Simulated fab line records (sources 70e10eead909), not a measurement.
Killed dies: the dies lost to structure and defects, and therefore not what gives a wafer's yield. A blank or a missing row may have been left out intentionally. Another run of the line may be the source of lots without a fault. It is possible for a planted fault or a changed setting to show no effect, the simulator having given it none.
Comparing a struck lot with a sound one    flow nand-harc    14 out of 1159 route steps
Sound: wafers L722.2, L722.3, L722.5. Struck: wafers L736.1, L736.3, L736.4. The cause is given at the end.
For every step that has rows: the tool of each side, followed by ch and its chambers, followed by its first start. Under that, the readings that differ: sound wafers    struck wafers    difference of the means    sigmas: that difference in standard deviations of wafers without a fault.
alike: words and numbers the same on both sides, and readings whose means are apart by under 2 such deviations; not compared: readings that were withheld, readings missing a value for some wafer, numbers with overlapping values and no deviation given by the record, and bounds like >300 which may hide the same value.
The two part at a step that has a row with sigmas, a row that says differs or no value, or rows on one side only. Non-overlapping numbers with no deviation appear without sigmas and do not part them. A reading missing from all wafers of one side parts the sides only when that side holds two or more wafers.

first, 6 steps without rows for these wafers: NHARC_A_BLC_COAT_04 (resist thk 90 nm); NHARC_A_BLC_SOFTBAKE_05 (time 55 s); NHARC_A_BLC_EBR_06; NHARC_A_BLC_EXPOSE_07 (exposes mask A BLC, target cd 100 nm); NHARC_A_BLC_PEB_08 (peb time 65 s); NHARC_A_BLC_DEVELOP_09 (develop time 35 s).
NHARC_A_BLC_CD_MEAS_10 targets a cd of 100 nm.
  sound on cd-sem-03 ch 0, day 17 20:06; struck on cd-sem-03 ch 0, day 20 19:31
  alike: cd-nm
NHARC_A_BLC_OVL_MEAS_11:
  sound on overlay-01 at day 17 20:11; struck on overlay-01 at day 20 19:37
  alike: overlay-x-nm, overlay-y-nm
NHARC_A_BLC_INSPECT_12:
  sound on defect-inspect-01 at day 17 20:13; struck on defect-inspect-02 at day 20 19:38
  alike: raw-defect-count
NHARC_A_BLC_DESCUM_15: chemistry O2, time 3 s.
  sound on rie-diel-02 ch 0,2,3, day 17 20:18; struck on rie-diel-04 ch 0,3, day 20 19:42
reading              sound              struck             difference  sigmas
o2-flow-sccm (sccm)  200.8 199.4 200.8  199.5 198.8 199.0  -1.2        -2
  alike: drypump-motor-current-A, oes-product-au, rf-vpp-V, showerhead-plenum-p-Torr, throttle-valve-pct
  not compared: rf-hours-counter-h
NHARC_A_BLC_ETCH_16: etches the open film in CF4, target depth 39 nm, time 65 s.
  sound on rie-diel-02 ch 0,1, day 17 20:23; struck on rie-diel-04 ch 0,2, day 20 19:49
  alike: bias-w, cf4-flow-sccm, drypump-motor-current-A, oes-product-au, rf-vpp-V, showerhead-plenum-p-Torr, throttle-valve-pct
  not compared: rf-hours-counter-h
NHARC_A_BLC_ETCH_17: etches the open film in N2/H2, target depth 390 nm, time 609.38 s.
  sound on rie-diel-02 ch 1,3; struck on rie-diel-04 ch 0,2,3
  alike: bias-w, chamber-pressure-mTorr, drypump-motor-current-A, oes-product-au, rf-vpp-V, showerhead-plenum-p-Torr, throttle-valve-pct
  not compared: rf-hours-counter-h
NHARC_A_BLC_ETCH_18: etches the open film in C4F8/O2/Ar, target depth 910 nm.
  sound on rie-diel-02 ch 2,3, day 17 20:56; struck on rie-diel-04 ch 2,3, day 20 20:26
  no value came back on the struck wafers for bias-w (W), chamber-pressure-mTorr (mTorr), oes-product-au (a.u.), rf-vpp-V (V); on the sound wafers bias-w (W) reads 1506 1496 1503
  not compared: rf-hours-counter-h
NHARC_A_BLC_CD_MEAS_19:
  sound on cd-sem-02 at day 17 21:16; struck on cd-sem-02 at day 20 20:51
  alike: cd-nm

== WHERE THEY PART ==
At NHARC_A_BLC_DESCUM_15 first; at NHARC_A_BLC_ETCH_18 last (within this record only). Later steps at which nothing parts them and some readings are alike: NHARC_A_BLC_CD_MEAS_19.

WHY: what had been put in by the simulator
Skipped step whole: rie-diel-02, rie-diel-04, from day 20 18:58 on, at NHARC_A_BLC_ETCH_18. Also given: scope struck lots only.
